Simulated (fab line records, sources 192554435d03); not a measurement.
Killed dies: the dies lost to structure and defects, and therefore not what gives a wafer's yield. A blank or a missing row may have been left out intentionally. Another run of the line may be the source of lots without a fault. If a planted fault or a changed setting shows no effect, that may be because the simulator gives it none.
Matching of chambers	flow n5 finfet	4 sister chambers for N5_HKMG_FIN_ALD_91 on ald metal-03
The step deposits TiN, target thk 1 nm, pulse time 1 s, purge time 3 s. 14 wafers are shown with their chamber, then 7 later ones without.

== WAFERS WITH THEIR CHAMBER ==
wafer	chamber	heater power w (W)	chamber pressure Torr (Torr)	precursor pulse height rel
L077.1	0	1093	3.016	1.030
L077.3	1	816	3.001	0.993
L077.4	2	895	3.000	1.002
L082.2	1	824	3.001	1.031
L082.4	2	892	3.000	1.006
L082.6	3	970	2.992	1.009
L085.3	1	810	2.996	1.021
L085.5	0	1090	3.000	0.984
L085.6	3	975	3.014	1.011
L087.2	0	1085	3.006	1.021
L087.3	3	981	2.999	1.008
L087.4	1	831	2.995	1.001
L089.4	1	803	2.990	0.976
L089.5	0	1126	2.989	1.011

SIGNATURES, as means of the wafers listed above
reading	chamber 0	chamber 1	chamber 2	chamber 3	scatter within a chamber
heater power w	1098.50	816.80	893.50	975.33	12.6
chamber pressure Torr	3.00275	2.99660	3.00000	3.00167	0.00849
precursor pulse height rel	1.01150	1.00440	1.00400	1.00933	0.0177
Rule: a wafer lies at a distance from a chamber equal to the root of the sum of squares, over the readings, of (its reading less the chamber's mean, divided by the reading's scatter). The wafer belongs to the nearest chamber; if the next one is less than 2 further off, it can't be placed. The scatter: the root of (the sum of the squares of (reading less its chamber's mean) over the shown wafers, divided by (wafers less chambers)).

== WAFERS MISSING THEIR CHAMBER ==
wafer	heater power w (W)	chamber pressure Torr (Torr)	precursor pulse height rel
L089.6	956	3.000	1.028
L092.1	892	3.000	0.994
L092.2	1083	3.000	0.989
L092.3	794	3.006	1.007
L093.1	809	3.010	1.007
L093.2	1106	3.004	0.962
L093.3	885	3.004	0.990

== WHICH CHAMBER EACH ONE RAN IN ==
wafer	from the rows above	in truth
L089.6	3	3
L092.1	2	2
L092.2	0	0
L092.3	1	1
L093.1	1	1
L093.2	0	0
L093.3	2	2
7 of 7 placed correctly. Can't be placed from these rows: 0. Number placed wrongly: 0.
